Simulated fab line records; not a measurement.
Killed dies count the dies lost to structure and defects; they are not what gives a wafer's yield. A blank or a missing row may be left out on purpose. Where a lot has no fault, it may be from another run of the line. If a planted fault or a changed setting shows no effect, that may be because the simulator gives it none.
Matching of chambers | flow nandHarc | rieDiel-08 running NHARC_A_STAIRCASE_DESCUM_252: 4 sister chambers
The step chemistry O2, time 3 s. 4 wafers are shown with their chamber, then 9 later ones without.

## EACH WAFER AND ITS CHAMBER
wafer  | chamber | showerheadPlenumPTorr (Torr)
L078.3 | 1       | 1.86
L092.2 | 0       | 1.94
L092.3 | 3       | 1.81
L092.4 | 2       | 2.01

## WAFERS WITHOUT THEIR CHAMBER
wafer  | showerheadPlenumPTorr (Torr)
L094.1 | 1.85
L094.2 | 1.94
L094.6 | 1.94
L096.2 | 2.01
L096.5 | 1.81
L096.6 | 1.94
L097.3 | 1.81
L097.4 | 1.94
L097.6 | 1.81

## WHICH CHAMBER EACH WENT THROUGH
wafer  | from the rows above | in truth
L094.1 | 1                   | 1
L094.2 | 0                   | 0
L094.6 | 0                   | 0
L096.2 | 2                   | 2
L096.5 | 3                   | 3
L096.6 | 0                   | 0
L097.3 | 3                   | 3
L097.4 | 0                   | 0
L097.6 | 3                   | 3
Placed correctly: 9 of 9. From these rows, 0 cannot be placed. Number placed wrongly: 0.
How it was worked out, from the rows above alone: a wafer's distance from a chamber is the root of the sum, over the readings, of the square of ((its reading less the chamber's mean) divided by the reading's scatter). The wafer belongs to the nearest chamber; if the next one is less than 2 further off, it can't be placed. A chamber's mean is the mean of its shown wafers. The scatter (one wafer shown for each chamber): square how far every hidden wafer sits from the nearest shown wafer, average those squares and take the square root.
